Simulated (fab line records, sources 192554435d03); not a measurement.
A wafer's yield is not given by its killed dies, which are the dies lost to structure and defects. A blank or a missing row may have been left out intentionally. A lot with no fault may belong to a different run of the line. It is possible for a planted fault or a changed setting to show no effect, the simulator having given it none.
fab line records	flow n5-finfet
record lots=5	wafers=14	last-day=17
route steps=1938 shown DUMMY_GATE@248 SPACER0@258 BEOL_M4@1111
lots untouched by any fault: they come from a run of this same line in which no faults occurred
start-h: hours from the record's first day to the start of the lot's first wafer shown	wait-h: how many hours have passed since the lot's step before this one	" the same as in the row above	L1.1+2: one row covering several wafers at once	- either no value or no given start	* or withheld: withheld	< > ~ a bound
route shown NAME@n: names a module that has steps shown in the file, with the first one's number in the route	usual: mean/standard deviation of fault-free wafers	same: alike in all rows	chamber/n: place in a boat	sites: readings site by site	_std_site: the standard deviation of these	_edge_site: outer sites' mean less inner sites'	radius-mm: how far each site lies from the wafer's centre	mask NAME#n: copy n	behind: the most recent tool/chamber to have shaped the wafer	hold: the reason the lot was held/the length of the hold in hours/how it ended	device: the transistor (n, p or np) that didn't switch	end of line: at the end of the route, the tests of the same wafers	a step with no rows: only its recipe	killed: dies that structure and defects cost at the first sort, which is not the same as the wafer's yield	map: dies across one wafer; x = killed, . = not, _ = none there
set.NAME: the setting as run; set.NAME@STEP: as run at that earlier step	model.NAME: the simulator's own value behind a step, which no gauge read
lots at some steps of the route; a table a step, a row a wafer
services: from which hour (start-h, from the record's first day; less than 0 if before it) a tool's chamber was out of use, for how many hours, and why
## steps
# step N5_DUMMY_GATE_ETCH_44
# recipe chemistry=HBr/O2	over-etch-frac=0.7	target-depth-a=1275	stop-on=SiO2	ion-energy-ev=60	bias-w=20	target=poly-Si	mask-material=SiO2	pressure-mtorr=20	icp-w=400	HBr_flow_sccm=120	O2_flow_sccm=10
# usual HBr_flow_sccm=120.0/0.32	chamber-pressure-mTorr=19.998/0.018	drypump-motor-current-A=5.6/0.52	oes-product-au=0.732/0.0095	throttle-valve-pct=18.45/0.22
lot.wafer	tool	chamber	start-h	wait-h	HBr_flow_sccm	chamber-pressure-mTorr	drypump-motor-current-A	oes-product-au	rf-hours-counter-h	throttle-valve-pct
L381.1	rie-si-03	2	87.88	0.0	119.7	19.958	5.4	0.713	105	19.01
L381.3	"	1	"	"	120.4	19.978	5.3	0.736	76	18.83
L381.4	"	0	"	"	120.1	20.022	6.3	0.756	4	18.31
L383.3	rie-si-05	3	96.81	0.0	119.9	20.028	6.3	0.720	120	18.44
L383.4	"	2	"	"	119.8	20.008	6.5	0.720	73	18.24
L390.1	rie-si-03	1	143.82	0.0	120.1	20.006	5.3	0.723	77	18.82
L390.4	"	2	"	"	120.1	20.015	5.4	0.724	106	19.01
L390.6	"	3	"	"	120.2	19.991	4.9	0.728	-	18.58
L394.1	rie-si-03	1	163.28	0.0	119.5	20.009	5.3	0.740	77	18.82
L394.5	"	3	"	"	119.6	20.000	4.9	0.755	-	18.59
L394.6	"	0	"	"	120.0	20.042	6.3	0.738	-	18.30
L398.1	rie-si-01	3	193.85	0.0	120.5	19.974	5.0	0.737	164	18.25
L398.3	"	2	"	"	120.7	19.992	5.8	0.723	29	18.37
L398.6	"	2	"	"	119.7	19.967	5.8	0.724	-	18.38
# step N5_DUMMY_GATE_CD_MEAS_24
# recipe target-cd-nm=15
# usual cd-nm=15.0/0.44
lot.wafer	tool	chamber	start-h	wait-h	cd-nm
L381.1	cd-sem-02	-	87.99	0.1	15.0
L381.3	"	-	"	"	14.7
L381.4	"	-	"	"	15.1
L383.3	cd-sem-03	-	96.93	0.1	14.9
L383.4	"	-	"	"	14.7
L390.1	cd-sem-01	-	143.93	0.1	14.9
L390.4	"	-	"	"	15.1
L390.6	"	-	"	"	15.0
L394.1	cd-sem-01	-	163.39	0.1	14.8
L394.5	"	-	"	"	15.2
L394.6	"	-	"	"	15.3
L398.1	cd-sem-03	-	193.96	0.1	14.9
L398.3	"	-	"	"	14.6
L398.6	"	-	"	"	14.3
# step N5_DUMMY_GATE_ETCH_42
# recipe chemistry=CHF3/O2	target=SiO2	target-depth-a=35	time-s=31	ion-energy-ev=30	bias-w=12	pressure-mtorr=30	source-w=600	Ar_flow_sccm=200	CHF3_flow_sccm=50	O2_flow_sccm=5
# usual chamber-pressure-mTorr=30.000/0.027	drypump-motor-current-A=5.7/0.33	mfc-ar-sccm=200.0/0.59	oes-product-au=0.76/0.073	rf-vpp-V=42.5/1.1	showerhead-plenum-p-Torr=2.42/0.062	throttle-valve-pct=18.80/0.3
lot.wafer	tool	chamber	start-h	wait-h	chamber-pressure-mTorr	drypump-motor-current-A	mfc-ar-sccm	oes-product-au	rf-hours-counter-h	rf-vpp-V	showerhead-plenum-p-Torr	throttle-valve-pct
L381.1	rie-diel-01	2	88.04	0.0	30.003	5.4	199.8	0.71	214	43.6	2.40	19.28
L381.3	"	1	"	"	29.957	5.5	200.6	0.76	148	43.9	2.40	18.70
L381.4	"	3	"	"	30.013	5.7	200.5	0.76	-	43.6	2.30	18.49
L383.3	rie-diel-05	1	97.02	0.1	30.015	5.2	198.7	0.79	120	40.8	2.42	18.49
L383.4	"	1	"	"	29.995	5.2	199.8	0.78	-	43.6	2.42	18.48
L390.1	rie-diel-01	1	143.98	0.0	30.035	5.5	200.8	0.74	165	42.9	2.40	18.70
L390.4	"	3	"	"	30.020	5.7	199.2	0.74	131	42.3	2.30	18.50
L390.6	"	0	"	"	29.987	5.3	201.0	0.85	-	43.5	2.45	18.76
L394.1	rie-diel-01	0	163.44	0.0	29.944	5.3	199.3	0.85	58	40.9	2.45	18.76
L394.5	"	2	"	"	30.043	5.4	199.7	0.69	-	42.4	2.39	19.31
L394.6	"	3	"	"	29.970	5.7	199.3	0.74	-	42.2	2.30	18.51
L398.1	rie-diel-04	1	194.01	0.0	30.015	6.3	199.9	0.69	228	42.6	2.47	18.98
L398.3	"	2	"	"	29.996	6.2	200.1	0.88	29	44.0	2.35	18.16
L398.6	"	0	"	"	30.021	5.6	200.3	0.70	-	40.9	2.49	19.01
# step N5_DUMMY_GATE_STRIP_48
# recipe chemistry=N2/H2	time-s=20	power-w=100	temp-c=40	pressure-mtorr=100	rf-frequency-hz=6e+07	bias-power-w=3	n2-flow-sccm=300	h2-flow-sccm=300
# usual chamber-pressure-mTorr=100.01/0.099	drypump-motor-current-A=5.7/0.33	oes-product-au=0.75/0.071	rf-vpp-V=45.3/0.79	showerhead-plenum-p-Torr=3.38/0.077	throttle-valve-pct=12.23/0.28
lot.wafer	tool	chamber	start-h	wait-h	chamber-pressure-mTorr	drypump-motor-current-A	oes-product-au	rf-hours-counter-h	rf-vpp-V	showerhead-plenum-p-Torr	throttle-valve-pct
L381.1	rie-diel-01	2	88.09	0.0	100.07	5.4	0.71	214	44.5	3.35	12.67
L381.3	"	1	"	"	99.81	5.5	0.75	148	47.1	3.38	12.16
L381.4	"	3	"	"	99.81	5.7	0.76	-	45.3	3.26	12.04
L383.3	rie-diel-05	1	97.06	0.0	100.03	5.2	0.78	120	44.9	3.40	11.95
L383.4	"	1	"	"	100.09	5.2	0.78	-	45.0	3.40	11.97
L390.1	rie-diel-01	1	144.03	0.0	100.05	5.5	0.74	165	45.0	3.37	12.20
L390.4	"	3	"	"	100.13	5.7	0.75	131	44.6	3.25	12.07
L390.6	"	0	"	"	99.97	5.3	0.84	-	44.0	3.41	11.98
L394.1	rie-diel-01	0	163.49	0.0	99.89	5.3	0.84	58	44.8	3.40	11.99
L394.5	"	2	"	"	100.06	5.4	0.69	-	45.5	3.33	12.72
L394.6	"	3	"	"	99.95	5.7	0.74	-	44.1	3.25	12.09
L398.1	rie-diel-04	1	194.06	0.0	99.86	6.3	0.69	228	44.7	3.45	12.44
L398.3	"	2	"	"	99.98	6.2	0.88	29	45.0	3.31	11.73
L398.6	"	0	"	"	99.92	5.6	0.70	-	45.4	3.48	12.48
# step N5_DUMMY_GATE_PRECLEAN_33
# recipe chemistry=dHF	time-s=10	dilution=750:1	temp-c=25
# step N5_DUMMY_GATE_PRECLEAN_25
# recipe chemistry=O3/DIW	time-s=45	temp-c=22	o3-ppm=10
# step N5_DUMMY_GATE_PRECLEAN_51
# recipe chemistry=SC2	time-s=45	temp-c=35	mix=1:1:50
# step N5_DUMMY_GATE_SRD_26
# recipe dry=ipa-marangoni	time-s=30	temp-c=23	rinse-liquid=diw
# step N5_DUMMY_GATE_UV_OZONE_45
# recipe time-s=120	pressure-torr=760	temp-c=25
# step N5_DUMMY_GATE_INSPECT_27
# recipe inspect-instrument=brightfield	mode=aei
# usual raw-defect-count=281/65
lot.wafer	tool	chamber	start-h	wait-h	raw-defect-count
L381.1	defect-inspect-01	-	88.28	0.0	260
L381.3	"	-	"	"	264
L381.4	"	-	"	"	311
L383.3	defect-inspect-02	-	97.25	0.0	381
L383.4	"	-	"	"	251
L390.1	defect-inspect-02	-	144.21	0.0	306
L390.4	"	-	"	"	285
L390.6	"	-	"	"	234
L394.1	defect-inspect-02	-	163.68	0.0	340
L394.5	"	-	"	"	309
L394.6	"	-	"	"	393
L398.1	defect-inspect-01	-	194.24	0.0	255
L398.3	"	-	"	"	274
L398.6	"	-	"	"	326
# step N5_SPACER0_ALD_07
# recipe material=SiNx	target-thk-a=20	temp-c=400	ald-precursor-family=SiH2I2	ald-co-reactant=N2/H2-plasma	pressure-torr=2
# usual chamber-pressure-Torr=2.000/0.0043	heater-power-w=889/90
lot.wafer	tool	chamber	start-h	wait-h	chamber-pressure-Torr	heater-power-w
L381.1	ald-sin-02	1	88.52	0.2	2.004	872
L381.3	"	3	"	"	1.992	930
L381.4	"	0	"	"	2.005	1019
L383.3	ald-sin-02	1	97.87	0.6	2.000	840
L383.4	"	0	"	"	2.000	983
L390.1	ald-sin-03	2	144.25	0.0	1.999	815
L390.4	"	0	"	"	2.004	1007
L390.6	"	3	"	"	1.992	757
L394.1	ald-sin-03	2	163.71	0.0	2.003	811
L394.5	"	1	"	"	2.006	764
L394.6	"	0	"	"	2.003	1003
L398.1	ald-sin-03	2	194.62	0.4	2.003	775
L398.3	"	0	"	"	1.998	988
L398.6	"	0	"	"	1.996	1015
# step N5_SPACER0_ALD_00
# recipe material=SiOCN	target-thk-a=35	temp-c=400	ald-precursor-family=alkyl-aminosilane	ald-co-reactant=O2/N2-plasma	pulse-time-s=3	purge-time-s=2	co-reactant-purge-time-s=2	ald-cycles=58	pressure-torr=2
# usual chamber-pressure-Torr=2.000/0.0039	heater-power-w=890/88	precursor-pulse-height-rel=1.000/0.02
lot.wafer	tool	chamber	start-h	wait-h	chamber-pressure-Torr	heater-power-w	precursor-pulse-height-rel
L381.1	ald-sin-02	1	88.67	0.1	1.995	854	1.031
L381.3	"	3	"	"	2.004	922	0.985
L381.4	"	0	"	"	1.999	998	1.028
L383.3	ald-sin-02	1	98.02	0.1	1.995	865	0.992
L383.4	"	0	"	"	1.995	997	1.006
L390.1	ald-sin-03	2	144.40	0.1	1.999	824	1.014
L390.4	"	0	"	"	1.999	1002	0.971
L390.6	"	3	"	"	2.001	772	0.982
L394.1	ald-sin-03	2	163.86	0.1	2.003	798	0.989
L394.5	"	1	"	"	2.003	780	1.013
L394.6	"	0	"	"	2.003	994	0.991
L398.1	ald-sin-03	2	194.77	0.1	1.995	792	0.995
L398.3	"	0	"	"	1.997	1005	1.012
L398.6	"	0	"	"	1.999	1006	1.031
# step N5_SPACER0_ALD_08
# recipe material=SiNx	target-thk-a=20	temp-c=400	ald-precursor-family=SiH2I2	ald-co-reactant=N2/H2-plasma	pressure-torr=2
# usual chamber-pressure-Torr=2.000/0.0046	heater-power-w=890/87
lot.wafer	tool	chamber	start-h	wait-h	chamber-pressure-Torr	heater-power-w	model.SiNx_of_SPACER0_ALD_08.thk-nm
L381.1	ald-sin-02	1	88.93	0.1	2.004	872	2
L381.3	"	3	"	"	2.004	934	2
L381.4	"	0	"	"	1.998	1011	2
L383.3	ald-sin-02	1	98.28	0.1	2.002	876	2
L383.4	"	0	"	"	1.993	1006	2.4
L390.1	ald-sin-03	2	144.66	0.1	1.999	806	2
L390.4	"	0	"	"	2.000	1000	2
L390.6	"	3	"	"	1.995	773	2
L394.1	ald-sin-03	2	164.12	0.1	1.996	792	2
L394.5	"	1	"	"	2.007	793	2
L394.6	"	0	"	"	1.991	1003	2
L398.1	ald-sin-03	2	195.03	0.1	1.999	781	2
L398.3	"	0	"	"	2.001	1011	2
L398.6	"	0	"	"	2.000	993	2
# step N5_SPACER0_INSPECT_04
# recipe inspect-instrument=darkfield	mode=post-dep
# usual raw-defect-count=130/30
lot.wafer	tool	chamber	start-h	wait-h	raw-defect-count
L381.1	defect-inspect-02	-	89.09	0.1	114
L381.3	"	-	"	"	129
L381.4	"	-	"	"	124
L383.3	defect-inspect-02	-	98.44	0.1	163
L383.4	"	-	"	"	126
L390.1	defect-inspect-01	-	144.82	0.1	119
L390.4	"	-	"	"	144
L390.6	"	-	"	"	108
L394.1	defect-inspect-01	-	164.28	0.1	141
L394.5	"	-	"	"	101
L394.6	"	-	"	"	146
L398.1	defect-inspect-02	-	195.19	0.1	128
L398.3	"	-	"	"	138
L398.6	"	-	"	"	172
# step N5_BEOL_M4_RC_MEAS_101
# usual DIBL_N=36.0/1.9	DIBL_P=36.0/2.1	IOFF_N=0.155/0.029	IOFF_P=0.20/0.032	ION_N=672/11	ION_P=461/6.9	SS_N=71.5/0.58	SS_P=73.2/0.64	VT_N=250.4/2.9	VT_P=-251.0/2.8
lot.wafer	tool	chamber	start-h	wait-h	DIBL_N[mV/V]	DIBL_P[mV/V]	IOFF_N[nA/um]	IOFF_P[nA/um]	ION_N[uA/um]	ION_P[uA/um]	SS_N[mV/dec]	SS_P[mV/dec]	VT_N[mV]	VT_P[mV]
L381.1	prober-01	0	220.92	0.0	37.8	36.4	0.168	0.19	679	460	71.7	73.3	248.7	-252.0
L381.3	"	0	"	"	36.2	34.2	0.133	0.16	669	448	71.5	72.6	255.7	-254.7
L381.4	"	0	"	"	35.9	33.9	0.140	0.16	670	459	71.5	72.9	249.4	-253.7
L383.3	prober-01	0	228.04	0.3	35.3	34.2	0.125	0.17	671	459	71.0	72.6	253.8	-253.8
L383.4	"	0	"	"	38.2	39.4	0.194	0.23	681	463	71.8	74.1	248.7	-249.4
L390.1	prober-01	0	263.93	0.0	34.9	36.2	0.129	0.19	647	449	72.0	73.1	252.0	-251.1
L390.4	"	0	"	"	34.9	36.2	0.134	0.18	656	451	71.2	72.7	250.8	-251.4
L390.6	"	0	"	"	37.1	39.3	0.184	0.23	692	469	72.2	73.7	248.3	-250.2
L394.1	prober-02	0	288.05	0.0	35.9	37.5	0.160	0.22	675	470	72.3	73.6	250.3	-247.6
L394.5	"	0	"	"	32.6	33.5	0.113	0.17	661	468	70.2	72.8	253.6	-252.7
L394.6	"	0	"	"	33.1	33.1	0.117	0.17	650	450	71.0	72.5	253.9	-252.3
L398.1	prober-01	0	311.35	0.0	35.8	33.2	0.143	0.18	661	453	71.0	73.1	250.2	-253.6
L398.3	"	0	"	"	37.8	36.0	0.173	0.22	665	453	72.0	74.1	247.7	-250.3
L398.6	"	0	"	"	38.5	37.5	0.198	0.25	685	465	72.1	74.3	247.6	-248.4
## services
tool	chamber	start-h	hours	kind
rie-si-01	0	68.64	44.9	repair
rie-diel-04	2	75.40	-	clean
rie-diel-04	2	75.40	-	consumable-replace:focus-ring
rie-diel-04	2	75.40	15.8	scheduled-down
rie-diel-01	0	83.15	5.0	repair
rie-diel-01	0	97.10	6.9	repair
rie-si-01	2	111.18	8.4	repair
ald-sin-02	3	121.55	17.2	repair
rie-si-01	2	126.74	7.9	repair
ald-sin-02	-	130.27	0.4	repair
rie-diel-05	1	141.67	9.0	repair
ald-sin-03	-	166.93	1.7	repair
ald-sin-03	-	178.05	14.0	pm
ald-sin-03	0	178.05	14.0	vent-cycle
ald-sin-03	1	178.05	14.0	vent-cycle
ald-sin-03	2	178.05	14.0	vent-cycle
ald-sin-03	3	178.05	14.0	vent-cycle
rie-si-05	-	183.94	14.6	pm
rie-diel-05	3	190.29	7.9	repair
ald-sin-03	0	192.05	-	clean
ald-sin-03	1	192.05	-	clean
ald-sin-03	2	192.05	-	clean
ald-sin-03	3	192.05	-	clean
rie-diel-01	1	194.00	11.3	repair
## key
first-sign none at tools or gauges
model-effect step=N5_SPACER0_ALD_08	value=SiNx_of_SPACER0_ALD_08.thk-nm	without=2	struck=2.4
met-at N5_SPACER0_ALD_08
struck-wafers L383.4
onset-between 88.93 98.28
fault kind=process-parameter-drift	tool=ald-sin-02	chamber=-	onset-h=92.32	steps=N5_SPACER0_ALD_08	channel=target-thk-a	offset=*	shape=step	end-h=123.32	scope=struck-wafers-only	acts-in=*	stated=*
